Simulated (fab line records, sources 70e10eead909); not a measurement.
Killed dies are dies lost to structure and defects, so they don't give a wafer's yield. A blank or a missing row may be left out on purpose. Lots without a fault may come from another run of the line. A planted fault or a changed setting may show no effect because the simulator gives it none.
fab line records | flow nand_harc
record lots=7 wafers=21 last_day=32
route steps=1302 shown A_BLC@1110 END@1302
lots that met no fault: from a run of the same line without faults
start_h: hours from the record's first day to the start of the lot's first wafer shown | wait_h: hours since the lot's step before | " the same as in the row above | L1.1+2: a row that stands for several wafers | - no value, or no start given | * or withheld: withheld | < > ~ a bound
route shown NAME@n: a module of which the file shows steps, and the number in the route of the first | usual: mean/standard deviation of fault-free wafers | same: alike in all rows | chamber/n: place in a boat | sites: the reading at each site | _std_site: their standard deviation | _edge_site: outer sites' mean less inner sites' | radius_mm: how far each site lies from the wafer's centre | mask NAME#n: copy n | behind: the tool/chamber that last shaped the wafer | hold: why the lot was held/for how many hours/how that ended | device: the transistor (n, p or np) that didn't switch | end of line: the same wafers' tests at the end of the route | a step without rows: its recipe alone | killed: dies lost to structure and defects at the first sort, not the wafer's yield | map: a wafer's dies, x killed, . not, _ none there
set.NAME: the setting as run; set.NAME@STEP: as run at that earlier step | model.NAME: the simulator's own value behind a step, which no gauge read
lots at some steps of the route; a table a step, a row a wafer
services: from which hour (start_h, from the record's first day; less than 0 if before it) a tool's chamber was out of use, for how many hours, and why
## steps
# step NHARC_A_BLC_COAT_03
# recipe temp_c=225 time_s=65
# step NHARC_A_BLC_COAT_04
# recipe spin_rpm=1500 resist_thk_nm=90
# step NHARC_A_BLC_SOFTBAKE_05
# recipe temp_c=105 time_s=55
# step NHARC_A_BLC_EBR_06
# step NHARC_A_BLC_EXPOSE_07
# recipe na=1.35 target_cd_nm=100 dose_mj=67.97 mask_id=A_BLC
# step NHARC_A_BLC_PEB_08
# recipe peb_temp_c=100 peb_time_s=65
# step NHARC_A_BLC_DEVELOP_09
# recipe develop_time_s=35 dev_temp_c=23
# step NHARC_A_BLC_CD_MEAS_10
# recipe target_cd_nm=100 landing_energy_ev=500
# usual cd_nm=100.4/0.77
# columns lot.wafer tool chamber start_h wait_h cd_nm
L816.3 cd_sem-01 0 524.59 - 99.8
L816.4 " 0 " " 99.7
L816.6 " 0 " " 99.8
L819.3 cd_sem-01 0 549.02 - 101.6
L819.5 " 0 " " 101.1
L819.6 " 0 " " 101.6
L822.2 cd_sem-01 0 567.55 - 101.1
L822.3 " 0 " " 100.1
L822.5 " 0 " " 101.4
L821.3 cd_sem-03 0 568.45 - 100.1
L821.4 " 0 " " 101.2
L821.5 " 0 " " 101.5
L823.2 cd_sem-03 0 578.33 - 100.9
L823.3 " 0 " " 100.9
L823.5 " 0 " " 99.2
L832.2 cd_sem-02 0 670.84 - 100.2
L832.3 " 0 " " 100.9
L832.5 " 0 " " 99.7
L838.2 cd_sem-03 0 723.72 - 99.9
L838.4 " 0 " " 101.1
L838.5 " 0 " " 99.9
# step NHARC_A_BLC_OVL_MEAS_11
# usual overlay_x_nm=0.0/0.9 overlay_y_nm=-0.1/0.9
# columns lot.wafer tool chamber start_h wait_h overlay_x_nm overlay_y_nm
L816.3 overlay-01 - 524.67 - 0.1 0.4
L816.4 " - " " 0.1 0.1
L816.6 " - " " 0.3 0.0
L819.3 overlay-01 - 549.11 - -0.6 1.0
L819.5 " - " " -0.6 0.2
L819.6 " - " " -0.2 1.2
L822.2 overlay-01 - 567.64 - 0.4 -0.1
L822.3 " - " " 0.3 0.2
L822.5 " - " " 0.2 0.3
L821.3 overlay-01 - 568.54 - 0.2 1.0
L821.4 " - " " -0.2 1.6
L821.5 " - " " 0.1 0.8
L823.2 overlay-02 - 578.41 - -1.6 0.4
L823.3 " - " " -1.3 0.6
L823.5 " - " " -1.3 0.8
L832.2 overlay-01 - 670.92 - 1.0 -0.6
L832.3 " - " " 1.2 -0.1
L832.5 " - " " 0.8 -0.3
L838.2 overlay-02 - 723.80 - -1.1 0.0
L838.4 " - " " -0.9 0.2
L838.5 " - " " -1.4 0.5
# step NHARC_A_BLC_INSPECT_12
# usual raw_defect_count=84/33
# columns lot.wafer tool chamber start_h wait_h raw_defect_count
L816.3 defect_inspect-01 - 524.71 0.0 108
L816.4 " - " " 109
L816.6 " - " " 107
L819.3 defect_inspect-02 - 549.14 0.0 65
L819.5 " - " " 65
L819.6 " - " " 55
L822.2 defect_inspect-02 - 567.67 0.0 22
L822.3 " - " " 33
L822.5 " - " " 28
L821.3 defect_inspect-02 - 568.57 0.0 159
L821.4 " - " " 118
L821.5 " - " " 163
L823.2 defect_inspect-02 - 578.45 0.0 119
L823.3 " - " " 118
L823.5 " - " " 117
L832.2 defect_inspect-01 - 670.96 0.0 100
L832.3 " - " " 103
L832.5 " - " " 94
L838.2 defect_inspect-02 - 723.84 0.0 104
L838.4 " - " " 129
L838.5 " - " " 119
# step NHARC_A_BLC_DESCUM_15
# recipe time_s=3 o2_flow_sccm=200 ar_flow_sccm=0 bias_power_w=0 chemistry=O2
# usual drypump_motor_current_A=5.9/0.31 mfc_ar_sccm=0.010/0.015 oes_product_au=1.001/0.014 rf_vpp_V=57.6/0.91 showerhead_plenum_p_Torr=1.91/0.082 throttle_valve_pct=11.311/0.0096
# same bias_power_w=0
# columns lot.wafer tool chamber start_h wait_h drypump_motor_current_A mfc_ar_sccm oes_product_au rf_hours_counter_h rf_vpp_V showerhead_plenum_p_Torr throttle_valve_pct
L816.3 rie_diel-09 0 524.79 0.1 6.0 0 1.024 1 60.0 2.05 11.315
L816.4 " 1 " " 5.9 0.034 0.996 1 56.2 1.96 11.313
L816.6 " 3 " " 6.1 0.017 1.013 - 59.1 1.89 11.302
L819.3 rie_diel-11 0 549.21 0.1 6.5 0.008 0.990 10 57.3 1.99 11.327
L819.5 " 3 " " 5.8 0 1.026 - 56.7 1.86 11.304
L819.6 " 0 " " 6.5 0.008 0.987 - 57.3 1.99 11.310
L822.2 rie_diel-11 0 567.75 0.1 6.5 0.008 0.990 11 58.9 1.99 11.313
L822.3 " 1 " " 6.2 0.039 0.998 10 57.9 1.77 11.308
L822.5 " 2 " " 5.6 0 1.001 - 57.9 1.93 11.318
L821.3 rie_diel-09 3 568.63 0.1 6.1 0.017 1.004 3 57.8 1.88 11.301
L821.4 " 3 " " 6.2 0.017 1.012 - 57.3 1.88 11.327
L821.5 " 2 " " 5.8 0 1.015 - 58.1 1.95 11.297
L823.3 rie_diel-11 0 578.52 0.1 6.5 0.008 1.008 12 57.6 1.99 11.311
L823.2 " 3 " " 5.8 0 1.011 13 59.2 1.86 11.297
L823.5 " 0 " " 6.5 0.008 1.005 - 56.4 1.99 11.327
L832.2 rie_diel-02 2 671.02 0.1 5.9 0 0.991 25 58.2 1.79 11.313
L832.3 " 0 " " 5.6 0 0.981 15 57.4 1.78 11.311
L832.5 " 3 " " 5.3 0 0.970 - 57.5 2.01 11.307
L838.2 rie_diel-11 3 723.91 0.1 5.9 0 0.995 10 57.9 1.85 11.308
L838.4 " 2 " " 5.5 0 0.998 - 58.9 1.92 11.302
L838.5 " 3 " " 5.9 0 1.004 - 57.2 1.85 11.302
# step NHARC_A_BLC_ETCH_16
# recipe target_depth_a=390 over_etch_frac=0.3 time_s=65 ion_energy_ev=80 cf4_flow_sccm=150 ar_flow_sccm=0 rf_w=300 bias_w=100 chemistry=CF4
# usual drypump_motor_current_A=5.9/0.32 mfc_ar_sccm=0.011/0.015 oes_product_au=1.001/0.013 rf_vpp_V=151.2/1.2 run_length_s=86.4/0.5 showerhead_plenum_p_Torr=1.76/0.075 throttle_valve_pct=13.285/0.009
# columns lot.wafer tool chamber start_h wait_h drypump_motor_current_A mfc_ar_sccm oes_product_au rf_hours_counter_h rf_vpp_V run_length_s showerhead_plenum_p_Torr throttle_valve_pct
L816.4 rie_diel-09 3 524.94 0.1 6.1 0.017 1.007 1 151.0 86.5 1.74 13.294
L816.3 " 0 " " 6.0 0 1.007 1 153.6 85.7 1.89 13.287
L816.6 " 0 " " 6.0 0 1.012 - 152.7 85.7 1.89 13.285
L819.3 rie_diel-11 2 549.31 0.1 5.5 0 1.010 9 151.9 87.1 1.78 13.277
L819.6 " 3 " " 5.8 0 1.021 - 150.0 86.9 1.72 13.287
L819.5 " 0 " " 6.4 0.008 0.990 - 151.1 86.8 1.84 13.266
L822.3 rie_diel-11 3 567.83 0.1 5.8 0 1.022 11 150.8 87.1 1.72 13.282
L822.2 " 0 " " 6.5 0.008 0.996 11 151.8 86.4 1.84 13.289
L822.5 " 2 " " 5.5 0 1.010 - 151.4 87.1 1.78 13.282
L821.3 rie_diel-09 1 568.74 0.1 5.8 0.034 1.002 5 152.7 85.5 1.81 13.275
L821.4 " 1 " " 5.9 0.034 1.001 - 150.8 86.2 1.81 13.283
L821.5 " 2 " " 5.8 0 1.030 - 150.7 86.4 1.80 13.283
L823.2 rie_diel-11 1 578.60 0.1 6.2 0.039 0.992 12 149.0 85.9 1.64 13.274
L823.3 " 0 " " 6.5 0.008 0.992 12 153.1 86.7 1.84 13.303
L823.5 " 1 " " 6.2 0.039 0.990 - 149.8 85.7 1.64 13.285
L832.2 rie_diel-02 0 671.12 0.1 5.6 0 0.998 15 149.4 86.3 1.65 13.266
L832.3 " 1 " " 5.3 0 1.007 26 151.3 86.3 1.79 13.275
L832.5 " 2 " " 5.9 0 0.991 - 148.9 86.7 1.66 13.282
L838.2 rie_diel-11 1 724.02 0.1 6.1 0.039 0.998 10 149.9 85.8 1.64 13.282
L838.4 " 2 " " 5.6 0 1.008 - 152.7 86.7 1.78 13.283
L838.5 " 1 " " 6.1 0.039 0.998 - 150.9 85.8 1.64 13.275
# step NHARC_A_BLC_ETCH_17
# recipe target_depth_a=3900 over_etch_frac=0.25 time_s=609.38 ion_energy_ev=200 n2_flow_sccm=150 h2_flow_sccm=150 ar_flow_sccm=0 rf_w=400 bias_w=150 chemistry=N2/H2
# usual drypump_motor_current_A=5.9/0.31 mfc_ar_sccm=0.011/0.015 oes_product_au=0.999/0.012 rf_vpp_V=430.3/2.8 run_length_s=630.8/0.53 showerhead_plenum_p_Torr=2.03/0.096 throttle_valve_pct=14.170/0.0089
# columns lot.wafer tool chamber start_h wait_h drypump_motor_current_A mfc_ar_sccm oes_product_au rf_hours_counter_h rf_vpp_V run_length_s showerhead_plenum_p_Torr throttle_valve_pct
L816.4 rie_diel-09 0 525.03 - 6.0 0 1.012 1 434.4 630.0 2.19 14.175
L816.3 " 3 " " 6.1 0.017 1.007 1 429.8 631.4 2.01 14.175
L816.6 " 1 " " 5.9 0.034 0.984 - 432.8 629.9 2.09 14.171
L819.3 rie_diel-11 3 549.51 - 5.9 0 1.007 10 428.9 614.8 1.98 14.181
L819.6 " 0 " " 6.5 0.008 0.992 - 433.2 630.9 2.13 14.156
L819.5 " 1 " " 6.2 0.039 0.982 - 424.5 613.8 1.88 14.168
L822.3 rie_diel-11 3 567.96 - 5.9 0 1.016 11 428.7 614.6 1.98 14.173
L822.2 " 0 " " 6.5 0.008 1.001 11 431.9 615.3 2.13 14.161
L822.5 " 3 " " 5.9 0 1.015 - 428.8 614.7 1.98 14.150
L821.3 rie_diel-09 2 568.96 - 5.8 0 1.022 4 432.7 630.9 2.08 14.167
L821.5 " 3 " " 6.1 0.017 1.014 - 430.9 630.8 2.01 14.177
L821.4 " 1 " " 5.9 0.034 0.988 - 431.5 630.1 2.09 14.177
L823.2 rie_diel-11 1 578.69 - 6.2 0.039 0.994 12 426.5 613.8 1.88 14.169
L823.3 " 3 " " 5.9 0 1.018 13 430.0 615.0 1.98 14.173
L823.5 " 1 " " 6.2 0.039 0.999 - 425.0 614.6 1.88 14.163
L832.3 rie_diel-02 0 671.20 - 5.6 0 0.992 15 426.7 631.6 1.89 14.164
L832.2 " 3 " " 5.3 0 0.980 25 433.1 630.9 2.15 14.178
L832.5 " 1 " " 5.3 0 1.002 - 431.6 630.4 2.06 14.168
L838.2 rie_diel-11 3 724.16 - 5.9 0 1.002 10 428.1 631.0 1.97 14.160
L838.4 " 3 " " 5.8 0 1.004 - 430.5 631.0 1.97 14.173
L838.5 " 1 " " 6.2 0.039 1.005 - 425.6 630.3 1.87 14.167
# step NHARC_A_BLC_ETCH_18
# recipe target_depth_a=9100 c4f8_flow_sccm=20 o2_flow_sccm=10 ar_flow_sccm=withheld rf_w=600 bias_w=1500 chemistry=C4F8/O2/Ar
# usual oes_product_au=0.948/0.024 rf_vpp_V=978/5.8
# columns lot.wafer tool chamber start_h wait_h oes_product_au rf_hours_counter_h rf_vpp_V
L816.4 rie_diel-09 1 - - 0.957 2 983
L816.3 " 3 " " 0.950 1 976
L816.6 " 1 " " 0.959 - 980
L819.3 rie_diel-11 1 - - 0.968 10 967
L819.5 " 3 " " 0.969 - 974
L819.6 " 0 " " 0.948 - 985
L822.3 rie_diel-11 1 - - 0.924 11 966
L822.2 " 3 " " 0.945 12 975
L822.5 " 1 " " 0.930 - 968
L821.3 rie_diel-09 1 - - 0.954 5 984
L821.5 " 3 " " 0.962 - 976
L821.4 " 1 " " 0.969 - 981
L823.2 rie_diel-11 3 - - 0.943 13 973
L823.3 " 1 " " 0.913 12 967
L823.5 " 3 " " 0.932 - 974
L832.3 rie_diel-02 1 - - 0.935 26 980
L832.2 " 2 " " 0.920 25 972
L832.5 " 3 " " 0.907 - 984
L838.4 rie_diel-11 2 - - 0.914 10 979
L838.2 " 0 " " 0.918 8 983
L838.5 " 3 " " 0.924 - 974
# step NHARC_END_SORT_01
# recipe temp_c=25
# usual killed_at_array=58/19 killed_at_other=1.1/1.2 killed_at_periphery=3.8/2.4 killed_dies=63/18 killed_open=3.3/1.8 killed_short=2.2/1.6
# same gross_dies=677
# columns lot.wafer tool chamber start_h wait_h killed_at_array killed_at_other killed_at_periphery killed_dies killed_open killed_short
L819.3 prober-01 0 592.69 3.1 39 0 4 43 1 1
L819.5 prober-01 0 594.27 3.7 46 2 7 55 4 3
L819.6 prober-01 0 595.06 4.0 41 1 3 45 4 0
L822.2 prober-01 0 611.42 2.8 25 3 2 30 4 2
L822.3 prober-01 0 612.22 3.1 32 2 0 34 1 6
L822.5 prober-01 0 613.81 3.7 31 3 5 39 5 4
L821.3 prober-02 0 612.26 3.1 82 3 4 89 3 1
L821.4 prober-02 0 613.06 3.4 89 3 1 93 2 4
L821.5 prober-02 0 613.87 3.7 102 6 4 112 4 5
L823.2 prober-01 0 622.16 2.8 74 1 4 79 0 2
L823.3 prober-01 0 622.98 3.2 47 0 3 50 2 2
L823.5 prober-01 0 624.60 3.8 61 1 3 65 3 2
L832.2 prober-02 0 715.41 2.8 73 0 1 74 3 4
L832.3 prober-02 0 716.19 3.1 73 1 2 76 4 2
L832.5 prober-02 0 717.76 3.6 74 0 1 75 3 5
# killed by level:class
L819.3 A_CHANNEL_HOLE_D2:chamber_film_flake=28 A_CONTACT:chamber_film_flake=5 P_ZERO_WELL:chamber_film_flake=3 A_CHANNEL_HOLE_D1:chamber_film_flake=3 A_SOURCE_PLATE:geometric_particle:open=1 A_SOURCE_PLATE:geometric_particle:short=1 P_BONDPAD:chamber_film_flake=1 A_CHANNEL_FILL_D1:chamber_film_flake=1
L819.5 A_CHANNEL_HOLE_D2:chamber_film_flake=27 A_CONTACT:chamber_film_flake=8 P_ZERO_WELL:chamber_film_flake=3 P_GATE:chamber_film_flake=2 A_CHANNEL_HOLE_D1:chamber_film_flake=2 P_M0:geometric_particle:open=1 A_CHANNEL_FILL_D1:geometric_particle:short=1 A_ONON_D2:geometric_particle:short=1
L819.6 A_CHANNEL_HOLE_D2:chamber_film_flake=28 A_CONTACT:chamber_film_flake=4 A_DECK1_JOINT:chamber_film_flake=3 A_CONTACT:geometric_particle:open=2 P_GATE:chamber_film_flake=2 P_CONTACT:geometric_particle:open=1 A_SOURCE_PLATE:geometric_particle:open=1 A_CHANNEL_HOLE_D1:chamber_film_flake=1
L822.2 A_CHANNEL_HOLE_D2:chamber_film_flake=9 A_STAIRCASE:chamber_film_flake=7 THIN_TSV:chamber_film_flake=3 A_CHANNEL_FILL_D1:geometric_particle:open=1 A_CHANNEL_FILL_D2:geometric_particle:short=1 A_CHANNEL_FILL_D2:geometric_particle:open=1 A_STAIRCASE:geometric_particle:open=1 A_M0:geometric_particle:short=1
L822.3 A_CHANNEL_HOLE_D2:chamber_film_flake=13 A_STAIRCASE:chamber_film_flake=7 A_CHANNEL_HOLE_D1:chamber_film_flake=3 A_CHANNEL_FILL_D1:geometric_particle:short=2 THIN_TSV:chamber_film_flake=2 A_ONON_D1:geometric_particle:short=1 A_CHANNEL_FILL_D1:geometric_particle:open=1 A_CHANNEL_HOLE_D2:geometric_particle:short=1
L821.3 A_CHANNEL_HOLE_D1:chamber_film_flake=28 A_CHANNEL_HOLE_D2:chamber_film_flake=26 A_SLIT:chamber_film_flake=21 P_M0:geometric_particle:open=2 A_DECK1_JOINT:chamber_film_flake=2 A_STAIRCASE:chamber_film_flake=2 A_CONTACT:chamber_film_flake=2 THIN_TSV:chamber_film_flake=2
L821.4 A_SLIT:chamber_film_flake=29 A_CHANNEL_HOLE_D2:chamber_film_flake=26 A_CHANNEL_HOLE_D1:chamber_film_flake=25 A_SGD_CUT:geometric_particle:short=2 A_STAIRCASE:chamber_film_flake=2 THIN_TSV:chamber_film_flake=2 A_ONON_D1:geometric_particle:short=1 A_DECK1_JOINT:geometric_particle:short=1
L822.5 A_CHANNEL_HOLE_D2:chamber_film_flake=12 A_CHANNEL_HOLE_D1:chamber_film_flake=7 A_STAIRCASE:chamber_film_flake=3 THIN_TSV:chamber_film_flake=3 A_DECK1_JOINT:chamber_film_flake=2 P_STI:geometric_particle:short=1 P_STI:geometric_particle:open=1 P_GATE:geometric_particle:open=1
L821.5 A_CHANNEL_HOLE_D1:chamber_film_flake=31 A_CHANNEL_HOLE_D2:chamber_film_flake=31 A_SLIT:chamber_film_flake=28 A_STAIRCASE:chamber_film_flake=5 THIN_TSV:chamber_film_flake=4 P_GATE:geometric_particle:short=2 P_GATE:geometric_particle:open=1 A_CHANNEL_FILL_D1:geometric_particle:short=1
L823.2 A_CHANNEL_HOLE_D1:chamber_film_flake=32 A_CHANNEL_HOLE_D2:chamber_film_flake=30 A_WL_FILL:chamber_film_flake=4 A_CONTACT:chamber_film_flake=4 A_SGD_CUT:chamber_film_flake=2 P_BONDPAD:chamber_film_flake=2 A_SLIT:chamber_film_flake=2 P_STI:geometric_particle:short=1
L823.3 A_CHANNEL_HOLE_D2:chamber_film_flake=21 A_CHANNEL_HOLE_D1:chamber_film_flake=15 A_CONTACT:chamber_film_flake=3 P_BONDPAD:chamber_film_flake=2 A_SLIT:chamber_film_flake=2 P_M0:geometric_particle:short=1 A_CHANNEL_FILL_D2:geometric_particle:open=1 A_CHANNEL_FILL_D2:geometric_particle:short=1
L823.5 A_CHANNEL_HOLE_D2:chamber_film_flake=27 A_CHANNEL_HOLE_D1:chamber_film_flake=24 A_CONTACT:chamber_film_flake=3 A_CHANNEL_FILL_D2:chamber_film_flake=2 P_M0:geometric_particle:open=1 A_ONON_D1:geometric_particle:short=1 A_DECK1_JOINT:geometric_particle:open=1 A_M0:geometric_particle:open=1
L832.2 A_CHANNEL_HOLE_D1:chamber_film_flake=29 A_CHANNEL_HOLE_D2:chamber_film_flake=22 A_SLIT:chamber_film_flake=7 A_CONTACT:chamber_film_flake=4 A_STAIRCASE:chamber_film_flake=3 P_CONTACT:geometric_particle:short=1 A_CHANNEL_FILL_D1:geometric_particle:short=1 A_DECK1_JOINT:geometric_particle:open=1
L832.3 A_CHANNEL_HOLE_D2:chamber_film_flake=29 A_CHANNEL_HOLE_D1:chamber_film_flake=23 A_CONTACT:chamber_film_flake=4 A_SLIT:chamber_film_flake=3 A_STAIRCASE:chamber_film_flake=3 A_ONON_D2:geometric_particle:short=2 A_M0:geometric_particle:open=2 A_CHANNEL_FILL_D2:chamber_film_flake=2
L832.5 A_CHANNEL_HOLE_D1:chamber_film_flake=29 A_CHANNEL_HOLE_D2:chamber_film_flake=23 A_SLIT:chamber_film_flake=3 A_CONTACT:chamber_film_flake=3 A_M0:geometric_particle:short=2 A_CHANNEL_FILL_D2:chamber_film_flake=2 A_SGD_CUT:chamber_film_flake=2 A_DECK1_JOINT:geometric_particle:open=1
## services
# columns tool chamber start_h hours kind
rie_diel-11 0 515.23 - clean
rie_diel-11 1 515.23 - clean
rie_diel-11 2 515.23 - clean
rie_diel-11 3 515.23 - clean
rie_diel-11 0 539.73 - clean
rie_diel-11 1 539.73 - clean
rie_diel-11 2 539.73 - clean
rie_diel-11 3 539.73 - clean
rie_diel-09 2 560.18 3.9 repair
rie_diel-09 0 562.01 16.5 repair
rie_diel-11 0 564.23 - clean
rie_diel-11 1 564.23 - clean
rie_diel-11 2 564.23 - clean
rie_diel-11 3 564.23 - clean
rie_diel-02 - 573.51 9.0 pm
rie_diel-11 0 588.73 - clean
rie_diel-02 0 596.15 36.8 repair
rie_diel-11 - 609.50 9.0 pm
rie_diel-09 0 664.18 1.8 repair
rie_diel-09 - 674.10 9.0 pm
rie_diel-09 1 688.44 11.7 repair
rie_diel-02 2 699.52 17.1 repair
rie_diel-11 0 716.50 7.6 repair
rie_diel-09 2 721.89 12.6 repair
## key
first_sign step=NHARC_A_BLC_ETCH_17 reading=run_length_s direction=down sigmas=31 usual=* struck=*
effect none on later readings
met_at NHARC_A_BLC_ETCH_17
struck_wafers L819.3,L819.5,L822.2,L822.3,L822.5,L823.2,L823.3,L823.5
tester_left_out L819,L822,L823
fault kind=process_parameter_drift tool=rie_diel-11 chamber=- onset_h=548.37 steps=NHARC_A_BLC_ETCH_17 channel=time_s offset=* shape=step end_h=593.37 scope=struck_wafers_only acts_in=* stated=*
# tester_left_out: of these lots the tester's yield and bins aren't shown, on N5 and GAA mostly nor the transistor test; their killed dies are dies lost to structure and defects alone, not to doping, threshold or leakage, so they don't give the yield
